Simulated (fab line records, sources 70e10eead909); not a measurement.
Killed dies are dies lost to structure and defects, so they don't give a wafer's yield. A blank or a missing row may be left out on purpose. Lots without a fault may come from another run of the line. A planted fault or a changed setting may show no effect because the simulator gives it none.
Which tool did it? | flow nand_harc | 12 lots, 36 wafers sampled, at 6 steps of a route of 1302

WHAT THE GAUGES READ, wafer by wafer
NHARC_A_ONON_D2_THK_MEAS_14: measures by ellipsometry. Usual: thk_nm 1001 nm, standard deviation 6.7.
lot  | measured     | on            | thk_nm (nm)    | flag
L973 | day 13 13:24 | film_metro-02 | 1011 1012 1013 |
L974 | day 13 13:32 | film_metro-02 | 1002 1003 1001 |
L976 | day 15 09:25 | film_metro-01 | 1594 1595 1592 | OFF
L978 | day 15 09:04 | film_metro-02 | 1603 1603 1603 | OFF
L983 | day 17 06:23 | film_metro-02 | 995 993 995    |
L986 | day 18 07:38 | film_metro-01 | 1004 1003 1003 |
L985 | day 18 07:25 | film_metro-01 | 1007 1005 1007 |
L984 | day 18 07:29 | film_metro-02 | 1002 1002 1002 |
L987 | day 19 01:55 | film_metro-01 | 990 991 991    |
L988 | day 19 12:55 | film_metro-01 | 1001 999 999   |
L991 | day 20 23:49 | film_metro-01 | 998 998 998    |
L993 | day 21 09:07 | film_metro-02 | 990 990 991    |

NHARC_END_SORT_01. Usual: killed_at_array 62, standard deviation 22; killed_at_other 1.0, standard deviation 1.4; killed_at_periphery 4.2, standard deviation 2.8; killed_dies 67, standard deviation 23; killed_open 3.1, standard deviation 1.7; killed_short 2.1, standard deviation 1.5.
lot  | measured     | on        | killed_at_array | killed_at_other | killed_at_periphery | killed_dies | killed_open | killed_short | flag
L976 | day 27 06:32 | prober-01 | 674 670 674     | 0 0 1           | 3 7 2               | 677 677 677 | 3 4 3       | 1 1 1        | OFF
L978 | day 26 20:40 | prober-02 | 668 669 673     | 2 0 0           | 7 8 4               | 677 677 677 | 2 3 5       | 6 4 1        | OFF

WHICH TOOL RAN EACH LOT (tool, then ch and the chambers of the sampled wafers, then the start)
lot  | NHARC_A_CHANNEL_HOLE_D1_ETCH_26  | NHARC_A_CHANNEL_FILL_D1_ALD_03                 | NHARC_A_CHANNEL_FILL_D1_ALD_16   | NHARC_A_ONON_D2_DEP_12
L973 | har_etch-02 ch 1, day 9 22:44    | ald_sin_batch-02 ch 0, day 10 14:43 or earlier | ald_hk-01 ch 0,1,2, day 10 14:43 | pecvd_onon-02 ch 0, day 13 12:57
L974 | har_etch-01 ch 0,1, day 9 23:05  | ald_sin_batch-02 ch 0, day 10 14:41 or earlier | ald_hk-03 ch 0,1,2, day 10 14:41 | pecvd_onon-01 ch 0, day 13 13:01
L976 | har_etch-02 ch 0, day 10 19:46   | ald_sin_batch-01 ch 0, day 11 10:32 or earlier | ald_hk-01 ch 0,1,3, day 11 10:32 | pecvd_onon-02 ch 0, day 15 08:58
L978 | har_etch-02 ch 0,1, day 11 17:40 | ald_sin_batch-03 ch 0, day 12 07:58 or earlier | ald_hk-01 ch 1,3, day 12 07:58   | pecvd_onon-02 ch 0, day 15 08:33
L983 | har_etch-01 ch 0,1, day 13 13:19 | ald_sin_batch-01 ch 0, day 14 03:45 or earlier | ald_hk-03 ch 0,3, day 14 03:45   | pecvd_onon-01 ch 0, day 17 05:56
L986 | har_etch-02 ch 0,1, day 14 13:40 | ald_sin_batch-02 ch 0, day 15 03:59 or earlier | ald_hk-01 ch 0,1, day 15 03:59   | pecvd_onon-02 ch 0, day 18 07:07
L985 | har_etch-01 ch 0,1, day 14 14:36 | ald_sin_batch-02 ch 0, day 15 03:59 or earlier | ald_hk-03 ch 0,1,2, day 15 03:59 | pecvd_onon-01 ch 0, day 18 06:55
L984 | har_etch-02 ch 0, day 14 17:52   | ald_sin_batch-02 ch 0, day 15 08:08 or earlier | ald_hk-03 ch 1,3, day 15 08:08   | pecvd_onon-04 ch 0, day 18 07:02
L987 | har_etch-02 ch 0, day 15 06:23   | ald_sin_batch-02 ch 0, day 15 20:41 or earlier | ald_hk-03 ch 0,3, day 15 20:41   | pecvd_onon-04 ch 0, day 19 01:27
L988 | har_etch-01 ch 0,1, day 15 18:40 | ald_sin_batch-03 ch 0, day 16 10:08 or earlier | ald_hk-03 ch 2,3, day 16 10:08   | pecvd_onon-02 ch 0, day 19 12:24
L991 | har_etch-01 ch 0,1, day 17 03:21 | ald_sin_batch-03 ch 0, day 17 18:55 or earlier | ald_hk-02 ch 1,2,3, day 17 18:55 | pecvd_onon-04 ch 0, day 20 23:23
L993 | har_etch-02 ch 0,1, day 17 17:19 | ald_sin_batch-01 ch 0, day 18 09:46 or earlier | ald_hk-02 ch 0,1,3, day 18 09:46 | pecvd_onon-02 ch 0, day 21 08:40
- NHARC_A_CHANNEL_HOLE_D1_ETCH_26: etches the open film in C4F8/O2/Ar, time 224.1 s, target depth 300 nm.
- NHARC_A_CHANNEL_FILL_D1_ALD_03: deposits SiNx, target thk 6 nm, pulse time 60 s, ald cycles 58.
- NHARC_A_CHANNEL_FILL_D1_ALD_16: deposits SiO2, target thk 1.5 nm, pulse time 10 s, ald cycles 15.
- NHARC_A_ONON_D2_DEP_12: target thk 1000 nm.

WHAT THE TOOLS THEMSELVES READ (means of the sampled wafers that have a number; where no wafer has one, the mark that the record gives instead)
NHARC_A_CHANNEL_HOLE_D1_ETCH_26. Usual: drypump_motor_current_A 5.4 A, standard deviation 0.5; mfc_ar_sccm 375.0 sccm, standard deviation 1.1; showerhead_plenum_p_Torr 3.66 Torr, standard deviation 0.13; throttle_valve_pct 24.585 %, standard deviation 0.01.
lot  | tool        | drypump_motor_current_A (A) | mfc_ar_sccm (sccm) | showerhead_plenum_p_Torr (Torr) | throttle_valve_pct (%) | flag
L973 | har_etch-02 | 4.9                         | 374.7              | 3.49                            | 24.586                 |
L974 | har_etch-01 | 6.0                         | 375.0              | 3.73                            | 24.588                 |
L976 | har_etch-02 | 5.0                         | 373.2              | 3.80                            | 24.580                 |
L978 | har_etch-02 | 5.0                         | 374.6              | 3.69                            | 24.589                 |
L983 | har_etch-01 | 5.9                         | 374.9              | 3.70                            | 24.584                 |
L986 | har_etch-02 | 5.0                         | 375.5              | 3.67                            | 24.580                 |
L985 | har_etch-01 | 5.9                         | 374.7              | 3.65                            | 24.591                 |
L984 | har_etch-02 | 5.0                         | 374.0              | 3.77                            | 24.579                 |
L987 | har_etch-02 | 5.0                         | 375.9              | 3.77                            | 24.591                 |
L988 | har_etch-01 | 5.9                         | 375.2              | 3.64                            | 24.588                 |
L991 | har_etch-01 | 5.9                         | 375.5              | 3.63                            | 24.585                 |
L993 | har_etch-02 | 5.0                         | 374.8              | 3.84                            | 24.583                 |

NHARC_A_CHANNEL_FILL_D1_ALD_03. Usual: precursor_pulse_height_rel 1.002, standard deviation 0.019.
lot  | tool             | precursor_pulse_height_rel | flag
L973 | ald_sin_batch-02 | 0.996                      |
L974 | ald_sin_batch-02 | 0.989                      |
L976 | ald_sin_batch-01 | 0.997                      |
L978 | ald_sin_batch-03 | 1.003                      |
L983 | ald_sin_batch-01 | 0.999                      |
L986 | ald_sin_batch-02 | 1.012                      |
L985 | ald_sin_batch-02 | 1.010                      |
L984 | ald_sin_batch-02 | 1.024                      |
L987 | ald_sin_batch-02 | 1.002                      |
L988 | ald_sin_batch-03 | 1.007                      |
L991 | ald_sin_batch-03 | 1.013                      |
L993 | ald_sin_batch-01 | 1.006                      |

NHARC_A_CHANNEL_FILL_D1_ALD_16. Usual: heater_power_outer_w 262 W, standard deviation 31; heater_power_w 455 W, standard deviation 38; precursor_pulse_height_rel 1.001, standard deviation 0.02.
lot  | tool      | heater_power_outer_w (W) | heater_power_w (W) | precursor_pulse_height_rel | flag
L973 | ald_hk-01 | 251                      | 431                | 1.010                      |
L974 | ald_hk-03 | 248                      | 455                | 0.996                      |
L976 | ald_hk-01 | 257                      | 441                | 0.997                      |
L978 | ald_hk-01 | 270                      | 444                | 0.985                      |
L983 | ald_hk-03 | 222                      | 408                | 0.987                      |
L986 | ald_hk-01 | 239                      | 415                | 1.000                      |
L985 | ald_hk-03 | 251                      | 456                | 0.996                      |
L984 | ald_hk-03 | 261                      | 461                | 0.997                      |
L987 | ald_hk-03 | 222                      | 411                | 0.995                      |
L988 | ald_hk-03 | 250                      | 440                | 1.000                      |
L991 | ald_hk-02 | 276                      | 481                | 1.010                      |
L993 | ald_hk-02 | 306                      | 506                | 1.009                      |

NHARC_A_ONON_D2_DEP_12. Usual: n2_flow_sccm 2751 sccm, standard deviation 8.3; n2o_flow_sccm 2001 sccm, standard deviation 5.5.
lot  | tool          | n2_flow_sccm (sccm) | n2o_flow_sccm (sccm) | flag
L973 | pecvd_onon-02 | 2756                | 2002                 |
L974 | pecvd_onon-01 | 2746                | 2006                 |
L976 | pecvd_onon-02 | 2755                | 2001                 |
L978 | pecvd_onon-02 | 2752                | 2005                 |
L983 | pecvd_onon-01 | 2750                | 1999                 |
L986 | pecvd_onon-02 | 2750                | 2005                 |
L985 | pecvd_onon-01 | 2761                | 1995                 |
L984 | pecvd_onon-04 | 2750                | 2006                 |
L987 | pecvd_onon-04 | 2749                | 2005                 |
L988 | pecvd_onon-02 | 2754                | 1998                 |
L991 | pecvd_onon-04 | 2753                | 1992                 |
L993 | pecvd_onon-02 | 2751                | 2006                 |

THE ANSWER, worked out from the rows above alone
Rule: a lot is off if the mean of its wafers that have a number lies more than 3 standard deviations from the usual mean. A lot without any number at a reading at which 4 lots or more have one is off too. The other lots that the step has rows for count as sound. The gauges are gone through in route order, then the tools' own readings, and for those a lot's mean is taken as printed above. The first step at which some lot is off is used, and at that step the reading that is off furthest; a lot without a number counts as furthest.
Off: L976, L978, at NHARC_A_ONON_D2_THK_MEAS_14 (thk_nm).
A tool fits if, at a process step before that reading, it ran every lot that is off, and no sound lot after the first of them. The gauges at NHARC_A_ONON_D2_THK_MEAS_14 aren't tried: what is off there is off at NHARC_END_SORT_01 too, on other tools, and a gauge's error can't cause that. NHARC_A_CHANNEL_FILL_D1_ALD_03 gives no start for some lots, so the hours and the order of its lots are those of NHARC_A_CHANNEL_FILL_D1_ALD_16. None of those tried fits.

WHAT THE SIMULATOR HAD PUT IN
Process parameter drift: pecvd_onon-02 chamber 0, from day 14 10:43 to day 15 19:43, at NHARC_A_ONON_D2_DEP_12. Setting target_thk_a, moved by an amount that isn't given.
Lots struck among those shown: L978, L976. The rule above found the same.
